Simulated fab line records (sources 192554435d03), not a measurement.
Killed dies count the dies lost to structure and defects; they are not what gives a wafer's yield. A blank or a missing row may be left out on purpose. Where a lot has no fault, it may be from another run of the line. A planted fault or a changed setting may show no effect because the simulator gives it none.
One fault through the eyes of 2 desks -- flow n5 finfet -- each desk holds nothing but its own numbers, with what lay behind them at the end

## FOR THE TOOL OWNER'S DESK: rie diel-01
The tool's own readings at N5_BEOL_M11_ETCH_61 (etches SiARC in CF4, target depth 39 nm, time 65 s): means of the sampled wafers that have a number, for each lot that ran on this tool. If a lot's mean is further than 4 standard deviations from the usual mean, the lot is out of limits and carries the mark OUT (the distance appears in the brackets).
Columns: A = cf4 flow sccm at N5_BEOL_M11_ETCH_61, usual 100.0 sccm; B = drypump motor current A at N5_BEOL_M11_ETCH_61, usual 5.6 A; C = etch rf on time s at N5_BEOL_M11_ETCH_61, usual 65.1 s; D = oes product au at N5_BEOL_M11_ETCH_61, usual 0.67 a.u.; E = rf vpp V at N5_BEOL_M11_ETCH_61, usual 183.9 V; F = showerhead plenum p Torr at N5_BEOL_M11_ETCH_61, usual 2.13 Torr; G = throttle valve pct at N5_BEOL_M11_ETCH_61, usual 15.59 %
lot,first seen here,A,B,C,D,E,F,G
L330,day 10 11:46,100.0,5.7,66.5,0.62,183.4,2.08,15.80
L341,day 14 05:37,100.0,5.4,63.0,0.63,184.4,2.17,15.82
L343,day 14 05:53,99.7,5.3,63.5,0.63,184.1,2.17,15.81
L348,day 15 01:09,99.7,5.6,51.6 (-8.4) OUT,0.72,183.9,2.08,15.90
L349,day 16 12:06,100.1,5.6,50.6 (-9.0) OUT,0.76,184.2,2.15,15.91
This desk's finding: out of limits on L348, L349; first on L348, day 15 01:09 (etch rf on time s at N5_BEOL_M11_ETCH_61). L330, L341, L343: within limits.

## AT THE METROLOGY DESK
Lot by lot, what the gauges showed, no matter which tool ran the lot: averages of those sampled wafers that carry a number. If a lot's mean is further than 4 standard deviations from the usual mean, the lot is out of limits and carries the mark OUT (the distance appears in the brackets).
Columns: A = M11_OVL at N5_BEOL_M11_OVL_MEAS_12, usual -0.3 nm
lot,first seen here,A
L329,day 10 11:04,0.2
L330,day 10 11:13,-0.5
L335,day 12 03:45,-0.7
L336,day 12 12:06,-0.3
L340,day 12 19:31,1.4
L338,day 13 02:51,-1.3
L341,day 14 05:31,0.3
L343,day 14 05:47,-0.3
L348,day 15 01:04,0.1
L349,day 16 11:26,0.5
L352,day 16 15:38,-0.7
Finding of this desk: none of the 11 lots has anything out of limits.

## BROUGHT TOGETHER
An alarm could have come from the tool owner's desk at day 15 01:09, on L348, L349.
From the metrology desk's view, nothing was out of limits.
The metrology desk has L348, L349 on record, within its limits.
Every lot named ran N5_BEOL_M11_ETCH_61 on rie diel-01.

## WHAT HAD BEEN PUT IN BY THE SIMULATOR
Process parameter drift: rie diel-01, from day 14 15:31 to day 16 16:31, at N5_BEOL_M11_ETCH_61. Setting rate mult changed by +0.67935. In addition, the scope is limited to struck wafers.
Lots struck among those shown: L348, L349.
How many hours passed from the start of the fault until each desk's first out-of-limits reading: the tool owner's desk, 10.
